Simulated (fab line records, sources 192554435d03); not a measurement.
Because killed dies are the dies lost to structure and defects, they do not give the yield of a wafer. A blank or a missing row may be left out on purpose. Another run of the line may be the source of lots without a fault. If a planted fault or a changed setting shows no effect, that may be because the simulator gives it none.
A struck lot beside a sound one || flow n5 finfet || 15 out of 1938 route steps
Sound: wafers L475.2, L475.3, L475.4. Struck: wafer L465.1. (L465.3 of the same lot was not struck and is left out.) The cause comes at the end.
For every step that has rows: the tool of each side, followed by ch and its chambers, followed by its first start. Under that, the readings that differ: sound wafers || struck wafers || difference of the means || sigmas: that difference in standard deviations of wafers without a fault.
alike: words and numbers the same on both sides, and readings whose means are apart by under 2 such deviations; not compared: readings that were withheld, readings missing a value for some wafer, numbers with overlapping values and no deviation given by the record, and bounds like >300 which may hide the same value.
Wherever a step has rows on one side only, a row that says differs or no value, or a row with sigmas, the two part there. Numbers that don't overlap but have no deviation are shown without sigmas and don't part them. A reading missing from all wafers of one side parts the sides only when that side holds two or more wafers.

first, 7 steps without rows for these wafers: N5_BEOL_M12_COAT_22 (resist thk 300 nm); N5_BEOL_M12_EBR_24; N5_BEOL_M12_SOFTBAKE_23 (time 60 s); N5_BEOL_M12_EXPOSE_25 (exposes mask M12); N5_BEOL_M12_PEB_26 (peb time 90 s); N5_BEOL_M12_DEVELOP_27 (develop time 45 s); N5_BEOL_M12_HARDBAKE_32 (time 120 s).
N5_BEOL_M12_CD_MEAS_28 targets a cd of 160.2 nm.
  sound on cd sem-03 ch 0, day 16 13:32; struck on cd sem-01 ch 0, day 14 05:38
  alike: cd nm
N5_BEOL_M12_OVL_MEAS_29:
  sound on overlay-02 ch 0, day 16 13:34; struck on overlay-02 ch 0, day 14 05:40
  alike: M12_OVL
N5_BEOL_M12_INSPECT_30: inspects for defects (macro).
  sound: defect inspect-02 at day 16 13:35; struck: defect inspect-01 at day 14 05:42
  alike: raw defect count
N5_BEOL_M12_DESCUM_33: chemistry O2, time 7.9 s.
  sound on rie diel-06 ch 0,1,3, day 16 13:37; struck on rie diel-02 ch 1, day 14 05:44
{"reading": "rf hours counter h (h)", "sound": "102 231 152", "struck": 89, "difference": -73, "sigmas": ""}
  alike: drypump motor current A, oes product au, rf vpp V, showerhead plenum p Torr, throttle valve pct
N5_BEOL_M12_ETCH_67: etches SiARC in CF4, target depth 143 nm, time 238.3 s.
  sound on rie diel-06 ch 0,1,3, day 16 13:39; struck on rie diel-02 ch 1, day 14 05:46
{"reading": "rf hours counter h (h)", "sound": "102 231 152", "struck": 89, "difference": -73, "sigmas": ""}
  alike: drypump motor current A, etch rf on time s, mfc ar sccm, oes product au, rf vpp V, showerhead plenum p Torr, throttle valve pct
N5_BEOL_M12_ETCH_68: etches SOC in N2/H2, time 285 s.
  sound on rie diel-06 ch 0,1,3, day 16 13:48; struck on rie diel-02 ch 1, day 14 05:55
{"reading": "rf hours counter h (h)", "sound": "102 231 153", "struck": 89, "difference": -73, "sigmas": ""}
{"reading": "run length s (s)", "sound": "308.1 308.1 309.1", "struck": 321.1, "difference": "+12.7", "sigmas": "+25"}
{"reading": "model.SiARC_of_BEOL_M12_COAT_66.thk nm (nm)", "sound": "86 86.4 86.2", "struck": 84.8, "difference": -1.4, "sigmas": ""}
  alike: drypump motor current A, oes product au, rf vpp V, showerhead plenum p Torr, throttle valve pct
then, 2 steps without rows for these wafers: N5_BEOL_M12_STRIP_69 (strips in N2/H2); N5_PASSIVATION_PROBE_49.

WHERE THEY PART
At N5_BEOL_M12_ETCH_68 and nowhere else, as far as this record goes.

WHY: what the simulator had put in
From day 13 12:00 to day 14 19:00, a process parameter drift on rie diel-02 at N5_BEOL_M12_ETCH_68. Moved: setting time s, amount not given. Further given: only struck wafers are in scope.
